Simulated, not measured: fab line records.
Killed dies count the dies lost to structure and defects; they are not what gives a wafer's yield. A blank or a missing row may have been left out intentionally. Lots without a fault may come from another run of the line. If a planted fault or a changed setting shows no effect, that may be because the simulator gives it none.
A sampling plan put to the test ; flow nand harc ; each of the 45 faults these records tell of, on one fab line, judged from the records of the lots it struck
The line's own looks make up the plan; these are the steps of the route where a gauge or inspection reads the wafer and leaves it unchanged. A look can be judged if struck wafers have a number there and the file gives its usual mean and standard deviation on fault-free wafers. Caught: 4 or more of those standard deviations (sigma) separate the usual mean from the mean of the struck wafers at a look after the fault's first step. On the tool: the test repeated on the tool's own readings taken at the fault's steps. Another recipe on the struck wafers, or a record that is blank for them alone, also counts as caught.

== THE FAULTS, as the simulator had put them in ==
1. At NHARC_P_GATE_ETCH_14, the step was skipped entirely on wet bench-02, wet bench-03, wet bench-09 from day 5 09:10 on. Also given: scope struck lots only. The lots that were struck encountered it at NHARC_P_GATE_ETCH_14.
2. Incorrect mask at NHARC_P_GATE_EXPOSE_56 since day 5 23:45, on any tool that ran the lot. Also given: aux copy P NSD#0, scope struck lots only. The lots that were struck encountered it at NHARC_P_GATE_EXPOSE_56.
3. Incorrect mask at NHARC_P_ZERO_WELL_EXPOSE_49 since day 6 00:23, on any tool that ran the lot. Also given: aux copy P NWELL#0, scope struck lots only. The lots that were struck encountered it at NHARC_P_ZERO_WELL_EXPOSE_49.
4. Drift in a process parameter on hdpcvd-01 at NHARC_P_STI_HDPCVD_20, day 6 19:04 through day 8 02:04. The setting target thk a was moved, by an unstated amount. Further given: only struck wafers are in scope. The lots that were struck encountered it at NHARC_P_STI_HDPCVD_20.
5. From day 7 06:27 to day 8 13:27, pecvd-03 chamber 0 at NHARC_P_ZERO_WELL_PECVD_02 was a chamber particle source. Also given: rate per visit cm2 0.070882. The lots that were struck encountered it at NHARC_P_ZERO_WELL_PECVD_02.
6. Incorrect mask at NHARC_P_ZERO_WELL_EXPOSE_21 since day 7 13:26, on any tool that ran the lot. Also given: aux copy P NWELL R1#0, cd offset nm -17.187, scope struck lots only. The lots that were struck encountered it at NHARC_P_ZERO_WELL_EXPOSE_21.
7. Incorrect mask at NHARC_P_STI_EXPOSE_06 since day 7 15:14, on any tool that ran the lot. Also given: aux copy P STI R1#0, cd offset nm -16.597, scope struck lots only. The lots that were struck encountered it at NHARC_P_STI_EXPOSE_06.
8. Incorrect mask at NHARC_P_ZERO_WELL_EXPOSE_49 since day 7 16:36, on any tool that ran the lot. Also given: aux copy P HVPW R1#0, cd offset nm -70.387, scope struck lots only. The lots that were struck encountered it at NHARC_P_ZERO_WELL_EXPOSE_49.
9. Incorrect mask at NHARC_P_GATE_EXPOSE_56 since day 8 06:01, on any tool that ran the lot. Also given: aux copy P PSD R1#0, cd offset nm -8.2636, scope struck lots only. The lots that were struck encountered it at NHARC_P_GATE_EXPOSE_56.
10. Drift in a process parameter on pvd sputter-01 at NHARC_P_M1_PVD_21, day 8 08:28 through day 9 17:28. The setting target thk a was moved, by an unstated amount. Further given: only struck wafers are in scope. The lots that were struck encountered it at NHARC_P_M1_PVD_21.
11. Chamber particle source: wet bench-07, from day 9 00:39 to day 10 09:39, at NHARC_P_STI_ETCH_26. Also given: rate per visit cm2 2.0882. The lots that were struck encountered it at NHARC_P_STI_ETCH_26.
12. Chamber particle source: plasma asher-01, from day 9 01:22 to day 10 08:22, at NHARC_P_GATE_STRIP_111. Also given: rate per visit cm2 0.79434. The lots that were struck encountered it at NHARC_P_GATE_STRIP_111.
13. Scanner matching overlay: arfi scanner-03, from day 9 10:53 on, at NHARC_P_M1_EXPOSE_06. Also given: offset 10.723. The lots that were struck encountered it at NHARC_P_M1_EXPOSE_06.
14. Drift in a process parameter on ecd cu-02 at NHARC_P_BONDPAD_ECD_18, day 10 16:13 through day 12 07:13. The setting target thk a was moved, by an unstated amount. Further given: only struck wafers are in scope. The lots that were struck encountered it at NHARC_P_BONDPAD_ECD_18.
15. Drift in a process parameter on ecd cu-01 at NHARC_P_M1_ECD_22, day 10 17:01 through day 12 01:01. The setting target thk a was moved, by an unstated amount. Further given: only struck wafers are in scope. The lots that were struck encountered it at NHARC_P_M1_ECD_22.
16. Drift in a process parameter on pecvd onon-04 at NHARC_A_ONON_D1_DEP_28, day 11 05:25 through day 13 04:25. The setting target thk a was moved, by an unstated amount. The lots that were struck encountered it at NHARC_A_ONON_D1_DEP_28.
17. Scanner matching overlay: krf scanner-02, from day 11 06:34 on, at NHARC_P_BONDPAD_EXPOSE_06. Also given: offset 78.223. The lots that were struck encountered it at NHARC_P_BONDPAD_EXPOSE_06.
18. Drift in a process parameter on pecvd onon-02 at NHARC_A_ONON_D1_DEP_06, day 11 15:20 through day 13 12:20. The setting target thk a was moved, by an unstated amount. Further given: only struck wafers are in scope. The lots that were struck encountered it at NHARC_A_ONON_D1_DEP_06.
19. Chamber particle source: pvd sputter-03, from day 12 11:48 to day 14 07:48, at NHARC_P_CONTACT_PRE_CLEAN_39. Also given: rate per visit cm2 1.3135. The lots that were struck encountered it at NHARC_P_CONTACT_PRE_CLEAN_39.
20. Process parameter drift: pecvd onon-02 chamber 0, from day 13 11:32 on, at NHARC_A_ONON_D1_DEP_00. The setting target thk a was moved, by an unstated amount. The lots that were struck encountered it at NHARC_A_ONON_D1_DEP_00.
21. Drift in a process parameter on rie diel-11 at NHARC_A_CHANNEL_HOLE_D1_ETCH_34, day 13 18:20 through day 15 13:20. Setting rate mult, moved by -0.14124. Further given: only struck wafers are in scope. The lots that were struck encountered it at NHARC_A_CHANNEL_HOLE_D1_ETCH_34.
22. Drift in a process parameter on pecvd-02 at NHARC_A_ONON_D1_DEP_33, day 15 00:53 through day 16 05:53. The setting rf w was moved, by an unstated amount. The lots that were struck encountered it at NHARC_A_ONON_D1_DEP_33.
23. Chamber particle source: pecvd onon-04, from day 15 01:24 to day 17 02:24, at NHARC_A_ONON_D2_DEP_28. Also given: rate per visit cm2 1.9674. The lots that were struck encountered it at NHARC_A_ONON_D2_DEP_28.
24. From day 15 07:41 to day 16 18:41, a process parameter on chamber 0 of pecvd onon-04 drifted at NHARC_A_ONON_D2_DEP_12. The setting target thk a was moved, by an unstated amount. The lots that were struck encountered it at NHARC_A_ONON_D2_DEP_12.
25. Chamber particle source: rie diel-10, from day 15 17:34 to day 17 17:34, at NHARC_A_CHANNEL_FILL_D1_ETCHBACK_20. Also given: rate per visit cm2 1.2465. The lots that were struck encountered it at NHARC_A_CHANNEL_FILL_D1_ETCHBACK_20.
26. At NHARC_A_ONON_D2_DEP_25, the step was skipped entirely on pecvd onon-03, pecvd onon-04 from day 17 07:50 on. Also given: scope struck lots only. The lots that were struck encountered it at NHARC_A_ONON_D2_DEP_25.
27. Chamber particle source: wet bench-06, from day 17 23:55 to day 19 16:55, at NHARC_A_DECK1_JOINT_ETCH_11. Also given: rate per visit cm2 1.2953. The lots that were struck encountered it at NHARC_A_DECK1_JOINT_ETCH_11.
28. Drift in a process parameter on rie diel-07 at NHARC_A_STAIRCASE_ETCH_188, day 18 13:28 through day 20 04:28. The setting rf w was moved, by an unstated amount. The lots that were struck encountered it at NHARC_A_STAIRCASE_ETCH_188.
29. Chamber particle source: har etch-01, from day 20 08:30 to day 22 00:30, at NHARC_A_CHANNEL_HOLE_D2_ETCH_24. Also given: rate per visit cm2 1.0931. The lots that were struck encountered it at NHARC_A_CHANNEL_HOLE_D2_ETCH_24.
30. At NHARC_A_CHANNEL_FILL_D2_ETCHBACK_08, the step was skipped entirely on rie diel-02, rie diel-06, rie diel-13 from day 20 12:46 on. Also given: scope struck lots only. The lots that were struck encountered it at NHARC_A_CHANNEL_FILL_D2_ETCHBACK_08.
31. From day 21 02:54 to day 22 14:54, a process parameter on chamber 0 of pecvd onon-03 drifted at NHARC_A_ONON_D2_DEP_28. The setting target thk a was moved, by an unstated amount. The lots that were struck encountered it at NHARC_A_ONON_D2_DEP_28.
32. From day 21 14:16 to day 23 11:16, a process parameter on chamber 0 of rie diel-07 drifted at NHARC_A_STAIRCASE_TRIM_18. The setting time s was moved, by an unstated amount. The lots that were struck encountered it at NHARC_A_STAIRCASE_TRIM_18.
33. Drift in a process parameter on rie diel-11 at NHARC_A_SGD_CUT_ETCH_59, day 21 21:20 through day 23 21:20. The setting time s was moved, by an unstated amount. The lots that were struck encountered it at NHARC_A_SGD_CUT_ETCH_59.
34. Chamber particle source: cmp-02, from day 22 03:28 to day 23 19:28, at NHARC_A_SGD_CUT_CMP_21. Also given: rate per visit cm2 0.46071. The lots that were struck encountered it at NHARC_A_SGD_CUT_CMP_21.
35. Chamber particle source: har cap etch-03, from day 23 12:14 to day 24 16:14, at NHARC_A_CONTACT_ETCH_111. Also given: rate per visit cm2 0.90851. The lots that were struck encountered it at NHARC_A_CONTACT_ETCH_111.
36. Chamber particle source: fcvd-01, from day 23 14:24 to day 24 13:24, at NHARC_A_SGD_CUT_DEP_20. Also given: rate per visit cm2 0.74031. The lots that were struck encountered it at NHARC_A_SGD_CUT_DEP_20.
37. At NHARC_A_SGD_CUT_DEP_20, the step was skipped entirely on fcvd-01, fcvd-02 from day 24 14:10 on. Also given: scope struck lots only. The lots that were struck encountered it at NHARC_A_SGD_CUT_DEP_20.
38. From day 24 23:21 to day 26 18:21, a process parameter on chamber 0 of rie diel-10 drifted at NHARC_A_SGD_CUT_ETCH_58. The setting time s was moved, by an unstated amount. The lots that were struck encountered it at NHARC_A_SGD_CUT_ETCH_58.
39. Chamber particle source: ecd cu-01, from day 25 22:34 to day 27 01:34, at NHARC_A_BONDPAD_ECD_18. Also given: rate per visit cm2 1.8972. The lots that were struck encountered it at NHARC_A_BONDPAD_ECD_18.
40. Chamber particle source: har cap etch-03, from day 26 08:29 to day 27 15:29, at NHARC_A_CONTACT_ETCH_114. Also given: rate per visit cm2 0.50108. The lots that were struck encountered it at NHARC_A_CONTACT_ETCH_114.
41. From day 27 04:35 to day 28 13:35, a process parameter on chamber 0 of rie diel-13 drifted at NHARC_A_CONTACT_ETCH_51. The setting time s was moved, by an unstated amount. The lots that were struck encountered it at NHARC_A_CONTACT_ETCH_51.
42. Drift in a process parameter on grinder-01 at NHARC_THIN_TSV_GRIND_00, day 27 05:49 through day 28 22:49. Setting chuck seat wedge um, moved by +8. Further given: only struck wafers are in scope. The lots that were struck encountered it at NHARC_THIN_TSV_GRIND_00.
43. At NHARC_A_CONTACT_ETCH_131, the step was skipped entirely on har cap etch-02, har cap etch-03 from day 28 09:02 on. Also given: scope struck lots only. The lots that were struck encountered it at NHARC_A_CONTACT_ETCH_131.
44. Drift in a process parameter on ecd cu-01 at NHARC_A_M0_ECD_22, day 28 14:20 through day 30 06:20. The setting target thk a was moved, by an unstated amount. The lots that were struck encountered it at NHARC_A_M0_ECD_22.
45. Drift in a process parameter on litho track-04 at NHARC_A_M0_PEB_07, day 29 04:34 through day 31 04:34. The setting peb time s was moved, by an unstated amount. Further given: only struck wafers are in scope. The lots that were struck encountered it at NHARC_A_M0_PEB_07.

== WHAT THE PLAN SAW ==
fault;on the tool itself;first look that catches it;reading, sigma;median hours from its first step to that look;hours from the fault's start to the first struck lot there;judged looks passed uncaught
1;no reading that can be judged;NHARC_END_SORT_01;killed at periphery +99 or beyond;472.6;476;0
2;under 2 sigma;NHARC_END_SORT_01;killed at periphery +99 or beyond;464.4;470;0
3;under 2 sigma;NHARC_END_SORT_01;killed at periphery +99 or beyond;535.9;539;0
4;no reading that can be judged;NHARC_END_SORT_01;killed at periphery +24;491.4;497;1
5;under 2 sigma;NHARC_P_ZERO_WELL_INSPECT_43;raw defect count +8.4;7.2;17;1
6;under 2 sigma;NHARC_P_ZERO_WELL_CD_MEAS_24;cd nm -9.4;0.2;5;0
7;no reading that can be judged;NHARC_P_STI_CD_MEAS_09;cd nm -8.3;0.2;5;0
8;under 2 sigma;NHARC_P_ZERO_WELL_CD_MEAS_52;cd nm -54;0.2;5;0
9;no reading that can be judged;NHARC_P_GATE_CD_MEAS_59;cd nm -4.2;0.2;4;0
10;under 2 sigma;NHARC_END_SORT_01;killed at periphery +99 or beyond;426.2;443;0
11;no reading that can be judged;NHARC_P_STI_INSPECT_11;raw defect count +99 or beyond;17.5;32;0
12;under 2 sigma;NHARC_P_GATE_INSPECT_68;raw defect count +6.5;5.8;11;0
13;no reading that can be judged;NHARC_P_M1_OVL_MEAS_10;overlay x nm +13;0.2;11;0
14;no reading that can be judged;NHARC_P_BONDPAD_THK_MEAS_20;thk nm -8.5;0.9;23;0
15;no reading that can be judged;no look after it can be judged;-;-;-;0
16;under 2 sigma;NHARC_A_ONON_D1_THK_MEAS_30;thk nm +84;0.4;11;0
17;no reading that can be judged;NHARC_P_BONDPAD_OVL_MEAS_38;overlay x nm +12;0.2;6;0
18;under 2 sigma;NHARC_A_ONON_D1_THK_MEAS_08;thk nm +53;0.3;11;0
19;no reading that can be judged;NHARC_END_SORT_01;killed at periphery +22;434.3;444;0
20;no reading that can be judged;NHARC_A_ONON_D1_THK_MEAS_02;thk nm -32;0.5;10;0
21;oes product au -4.1 sigma;NHARC_END_SORT_01;killed dies +30;380.9;418;0
22;rf fwd power W +99 or beyond sigma;NHARC_A_ONON_D1_THK_MEAS_34;thk nm +6.8;0.4;12;0
23;under 2 sigma;NHARC_A_ONON_D2_INSPECT_32;raw defect count +7.8;1.0;8;0
24;under 2 sigma;NHARC_A_ONON_D2_THK_MEAS_14;thk nm -31;0.4;10;0
25;under 2 sigma;none of the 2 looks that can be judged after it;strongest: killed dies at NHARC_END_SORT_01, +2.6;-;-;2
26;the tool's record is blank for the struck wafers;NHARC_END_SORT_01;killed dies +32;277.9;296;0
27;no reading that can be judged;NHARC_END_SORT_01;killed at array +4.0;315.1;312;1
28;rf fwd power W +95 sigma;NHARC_END_SORT_01;killed at array +32;203.8;215;0
29;under 2 sigma;NHARC_A_CHANNEL_HOLE_D2_INSPECT_40;raw defect count +7.9;3.6;6;0
30;the tool's record is blank for the struck wafers;NHARC_END_SORT_01;killed at array +32;223.1;219;0
31;under 2 sigma;NHARC_A_ONON_D2_THK_MEAS_30;thk nm +62;0.5;7;0
32;run length s -99 or beyond sigma;NHARC_END_SORT_01;killed dies +32;212.6;218;0
33;run length s -99 or beyond sigma;not the one look that can be judged after it;-;-;-;1
34;under 2 sigma;NHARC_A_SGD_CUT_INSPECT_25;raw defect count +4.2;0.7;9;0
35;the tool's record is blank for the struck wafers;NHARC_END_SORT_01;killed at array +4.1;70.9;80;1
36;no reading that can be judged;not the one look that can be judged after it;strongest: killed at array at NHARC_END_SORT_01, +2.0;-;-;1
37;the tool's record is blank for the struck wafers;NHARC_A_SGD_CUT_THK_MEAS_22;thk nm -70;7.6;11;0
38;run length s -39 sigma;NHARC_END_SORT_01;killed at array +32;135.1;142;0
39;no reading that can be judged;NHARC_END_SORT_01;defect limited yield -27;30.8;37;0
40;no reading that can be judged;NHARC_END_SORT_01;killed at array +4.3;70.4;79;1
41;run length s -99 or beyond sigma;NHARC_END_SORT_01;killed dies +32;78.7;86;0
42;under 2 sigma;NHARC_THIN_TSV_THK_MEAS_02;thk nm -13;1.1;39;0
43;the tool's record is blank for the struck wafers;NHARC_END_SORT_01;killed at array +32;62.8;62;0
44;no reading that can be judged;no look after it can be judged;-;-;-;0
45;under 2 sigma;NHARC_A_M0_CD_MEAS_09;cd nm +8.3;0.1;2;0
Dash: fault not caught, or number not given in these records.

Caught at a look: 40 of 45. Caught on the tool: 12 of 45. By one or the other: 41 of 45.
Caught on the tool alone: fault 33.
Caught at a look alone: faults 1, 2, 3, 4, 5, 6, 7, 8, 9, 10, 11, 12, 13, 14, 16, 17, 18, 19, 20, 23, 24, 27, 29, 31, 34, 39, 40, 42, 45.
Caught by neither: faults 15, 25, 36, 44.

== THINNER SAMPLING ==
If the look that catches a fault measured only every second or every third lot, by lot number, the first struck lot would be measured this late in the worst case:
fault;struck lots at that look, in order of time;every lot;every second lot;every third lot
1;L929, L930, L931;476 h;494 h;494 h
2;L565;470 h;may miss it;may miss it
3;L830;539 h;may miss it;may miss it
4;L881;497 h;may miss it;may miss it
5;L626, L627;17 h;27 h;may miss all 2
6;L792;5 h;may miss it;may miss it
7;L352;5 h;may miss it;may miss it
8;L135;5 h;may miss it;may miss it
9;L324;4 h;may miss it;may miss it
10;L779, L778;443 h;443 h;may miss all 2
11;L305, L306;32 h;44 h;may miss all 2
12;L945, L947;11 h;may miss all 2;may miss all 2
13;L987, L991, L995;11 h;may miss all 3;98 h
14;L107;23 h;may miss it;may miss it
16;L472, L475;11 h;32 h;may miss all 2
17;L246, L248;6 h;may miss all 2;may miss all 2
18;L231, L232;11 h;26 h;may miss all 2
19;L559, L558;444 h;448 h;may miss all 2
20;L108, L111;10 h;37 h;may miss all 2
21;L404;418 h;may miss it;may miss it
22;L566, L568;12 h;may miss all 2;may miss all 2
23;L479, L481;8 h;may miss all 2;may miss all 2
24;L407, L409;10 h;may miss all 2;may miss all 2
26;L814, L813;296 h;297 h;may miss all 2
27;L268, L270;312 h;may miss all 2;may miss all 2
28;L541, L542;215 h;238 h;may miss all 2
29;L717, L718, L719;6 h;22 h;38 h
30;L600, L602, L601;219 h;246 h;246 h
31;L957, L958;7 h;17 h;may miss all 2
32;L815, L816;218 h;230 h;may miss all 2
34;L334, L336;9 h;may miss all 2;may miss all 2
35;L788, L790;80 h;may miss all 2;may miss all 2
37;L369;11 h;may miss it;may miss it
38;L928;142 h;may miss it;may miss it
39;L359, L358;37 h;38 h;may miss all 2
40;L253, L255;79 h;may miss all 2;may miss all 2
41;L851, L852, L853;86 h;86 h;95 h
42;L636;39 h;may miss it;may miss it
43;L571, L572;62 h;69 h;may miss all 2
45;L182, L184;2 h;may miss all 2;may miss all 2
Hours count from the start of the fault until the first struck lot that is measured. Since the struck wafers were tested as one group against 4 sigma, a single lot by itself may lie under the limit. Other struck lots may not be in these records.

== THE LONGEST TIMED WAY FROM STEP TO LOOK ==
In fault 3, a median of 535.9 hours elapses between NHARC_P_ZERO_WELL_EXPOSE_49 and NHARC_END_SORT_01. No look between them can be judged.
